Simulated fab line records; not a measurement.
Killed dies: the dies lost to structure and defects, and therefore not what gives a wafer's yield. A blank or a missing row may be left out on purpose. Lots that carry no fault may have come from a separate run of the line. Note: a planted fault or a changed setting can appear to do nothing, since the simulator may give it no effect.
Struck lot and sound lot, side by side ; flow n5_finfet ; 14 steps out of a route of 1938
Sound: these wafers, L118.1, L118.2, L118.4. Struck: wafers L112.3, L112.4, L112.5. The cause is named last.
Per side, at each step with rows, come the tool, then ch with its chambers, and then its first start. Under that, the readings that differ: sound wafers ; struck wafers ; difference of the means ; sigmas: that difference in standard deviations of wafers without a fault.
alike: readings whose means differ by less than 2 such deviations, and words and numbers that are the same on both sides. not compared: withheld readings, readings that some wafer has no value for, bounds like >300 that may hide the same value, and numbers for which the record gives no deviation and whose values overlap.
A row with sigmas, a row that says differs or no value, or rows on one side alone: a step with any of these is where the two part. Numbers that have no deviation but don't overlap get no sigmas and don't part them. A reading that every wafer of one side lacks parts them only if that side has two wafers or more.

first, 3 steps without rows for these wafers: N5_BEOL_M7_EXPOSE_25 (exposes mask V6, target cd 40 nm); N5_BEOL_M7_PEB_26 (peb time 60 s); N5_BEOL_M7_DEVELOP_27 (develop time 30 s).
N5_BEOL_M7_CD_MEAS_28: target cd 40 nm.
  sound on cd_sem-02 ch 0, day 13 09:36; struck on cd_sem-02 ch 0, day 11 14:14
  alike: cd_nm
N5_BEOL_M7_OVL_MEAS_29:
  sound on overlay-01 ch 0, day 13 09:38; struck on overlay-01 ch 0, day 11 14:17
  alike: V6_OVL
N5_BEOL_M7_INSPECT_30: inspects for defects (brightfield).
  sound on defect_inspect-02 at day 13 09:41; struck on defect_inspect-02 at day 11 14:20
  alike: raw_defect_count
N5_BEOL_M7_DESCUM_33: chemistry O2, time 7 s.
  sound on rie_diel-05 ch 1,2,3, day 13 10:10; struck on rie_diel-06 ch 0,1,3, day 11 14:32
  alike: drypump_motor_current_A, oes_product_au, rf_vpp_V, showerhead_plenum_p_Torr, throttle_valve_pct
  not compared: rf_hours_counter_h
N5_BEOL_M7_ETCH_72: etches underlayer in N2/H2, target depth 6.5 nm, time 5.2 s.
  sound on rie_diel-05 ch 1,2,3, day 13 10:11; struck on rie_diel-06 ch 0,1,3, day 11 14:34
  alike: bias_w, drypump_motor_current_A, etch_rf_on_time_s, oes_product_au, rf_vpp_V, showerhead_plenum_p_Torr, throttle_valve_pct
  not compared: rf_hours_counter_h
N5_BEOL_M7_ETCH_65: etches SiARC in CF4, target depth 15.6 nm, time 26 s.
  sound on rie_diel-05 ch 1,2,3, day 13 10:13; struck on rie_diel-06 ch 0,1,3, day 11 14:35
reading;sound;struck;difference;sigmas
etch_rf_on_time_s (s);26.2 26.4 26.4;25.6 25.3 25.9;-0.7;-2
  alike: bias_w, drypump_motor_current_A, oes_product_au, rf_vpp_V, showerhead_plenum_p_Torr, throttle_valve_pct
  not compared: rf_hours_counter_h
N5_BEOL_M7_ETCH_66: etches SOC in N2/H2, target depth 80 nm, overetch 16 nm, time 120 s.
  sound on rie_diel-05 ch 1,2,3, day 13 10:14; struck on rie_diel-06 ch 0,1,3, day 11 14:37
  alike: bias_w, drypump_motor_current_A, oes_product_au, rf_vpp_V, showerhead_plenum_p_Torr, throttle_valve_pct
  not compared: rf_hours_counter_h
then, 2 steps without rows for these wafers: N5_BEOL_M7_STRIP_69 (strips in N2/H2); N5_BEOL_M7_STRIP_73 (strips in N2/H2).
N5_BEOL_M7_VIA_ETCH_34: etches SiCOH lowk in C4F6/O2, target depth 125.5 nm, time 50.5 s.
  sound on rie_diel-05 ch 1,2,3, day 13 10:20; struck on rie_diel-06 ch 0,1,3, day 11 14:43
reading;sound;struck;difference;sigmas
bias_w (W);183.8 186.3 185.1;173.9 173.9 174.4;-11.0;-21
rf_vpp_V (V);656 664 667;622 625 637;-34;-4
  alike: drypump_motor_current_A, oes_product_au, showerhead_plenum_p_Torr, throttle_valve_pct
  not compared: rf_hours_counter_h, model.etch.depth_nm
then, 1 step without rows for these wafers: N5_BEOL_M7_STRIP_76 (strips in C4F6/O2).

WHERE THEY PART
Last at N5_BEOL_M7_VIA_ETCH_34 as far as this record goes, first at N5_BEOL_M7_ETCH_65.

WHY: what had been put in by the simulator
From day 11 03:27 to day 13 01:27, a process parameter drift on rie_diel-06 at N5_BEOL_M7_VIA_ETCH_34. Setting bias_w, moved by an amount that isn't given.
